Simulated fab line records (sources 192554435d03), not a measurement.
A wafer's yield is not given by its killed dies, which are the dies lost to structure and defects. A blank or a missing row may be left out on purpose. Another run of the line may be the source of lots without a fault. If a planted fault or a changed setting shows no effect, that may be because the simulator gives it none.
Matching of chambers ; flow n5 finfet ; rie diel-02 running N5_SD_EPI_P_ETCH_16: 4 sister chambers
The step etches SiO2 in CHF3/O2, target depth 5 nm. 8 wafers are shown with their chamber, then 9 later ones without.

## WAFERS, EACH WITH ITS CHAMBER
wafer;chamber;throttle valve pct (%);rf vpp V (V)
L077.5;3;19.4;535
L084.1;0;19.3;512
L085.5;0;19.3;513
L085.6;1;18.5;503
L086.2;3;19.5;534
L088.2;2;18.6;532
L088.3;1;18.5;502
L088.5;2;18.6;533

## WAFERS WITH NO CHAMBER GIVEN
wafer;throttle valve pct (%);rf vpp V (V)
L089.2;19.3;511
L089.4;19.5;534
L089.6;19.5;536
L091.2;18.7;533
L091.4;19.5;535
L091.6;19.3;512
L096.1;18.7;534
L096.2;18.5;502
L096.3;19.3;513

## CHAMBER TAKEN BY EACH
wafer;from the rows above;in truth
L089.2;0;0
L089.4;3;3
L089.6;3;3
L091.2;2;2
L091.4;3;3
L091.6;0;0
L096.1;2;2
L096.2;1;1
L096.3;0;0
Correctly placed: 9 of 9. Not placeable from these rows: 0. Number placed wrongly: 0.
How it was worked out, from the rows above alone: a wafer's distance from a chamber is the root of the sum, over the readings, of the square of ((its reading less the chamber's mean) divided by the reading's scatter). The wafer belongs to the nearest chamber; if the next one is less than 2 further off, it can't be placed. Each chamber's mean is taken over the wafers shown for it. The scatter is the square root of a quotient: the sum, over the shown wafers, of each reading's squared deviation from its chamber's mean, divided by wafers minus chambers.
